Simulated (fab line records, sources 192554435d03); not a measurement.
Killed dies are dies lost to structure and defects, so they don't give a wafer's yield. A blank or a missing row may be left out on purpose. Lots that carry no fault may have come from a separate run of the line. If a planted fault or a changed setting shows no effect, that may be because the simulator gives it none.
Matching of chambers ; flow n5_finfet ; N5_MOL_CONTACT_COAG_ETCHBACK_135 on rie_diel-03: 4 sister chambers
The step etches SiO2 in CHF3, target depth 25 nm, time 16.7 s. 8 wafers are shown with their chamber, then 9 later ones without.

== WAFERS PAIRED WITH THEIR CHAMBERS ==
wafer;chamber;rf_vpp_V (V);showerhead_plenum_p_Torr (Torr)
L079.3;0;534;2.42
L084.2;2;528;2.28
L084.4;1;518;2.35
L085.5;3;554;2.54
L085.6;0;534;2.41
L094.1;1;517;2.34
L094.2;3;556;2.53
L094.3;2;528;2.27

== WAFERS WITHOUT THEIR CHAMBER ==
wafer;rf_vpp_V (V);showerhead_plenum_p_Torr (Torr)
L094.4;533;2.41
L094.5;553;2.53
L094.6;527;2.27
L096.3;555;2.53
L096.5;554;2.53
L096.6;526;2.27
L097.1;553;2.53
L097.3;527;2.27
L097.5;525;2.27

== WHICH CHAMBER EACH ONE RAN IN ==
wafer;from the rows above;in truth
L094.4;0;0
L094.5;3;3
L094.6;2;2
L096.3;3;3
L096.5;3;3
L096.6;2;2
L097.1;3;3
L097.3;2;2
L097.5;2;2
Correct placement for 9 of the 9. Left unplaced by these rows: 0. Placed wrongly: 0.
How it was worked out, from the rows above alone: a wafer's distance from a chamber is the root of the sum, over the readings, of the square of ((its reading less the chamber's mean) divided by the reading's scatter). The wafer belongs to the nearest chamber; if the next one is less than 2 further off, it can't be placed. For every chamber, the mean is computed from those of its wafers that are shown. How the scatter is found: for the shown wafers, subtract from each reading the mean of its chamber, square and add these, divide the total by (wafers less chambers), then take the root.
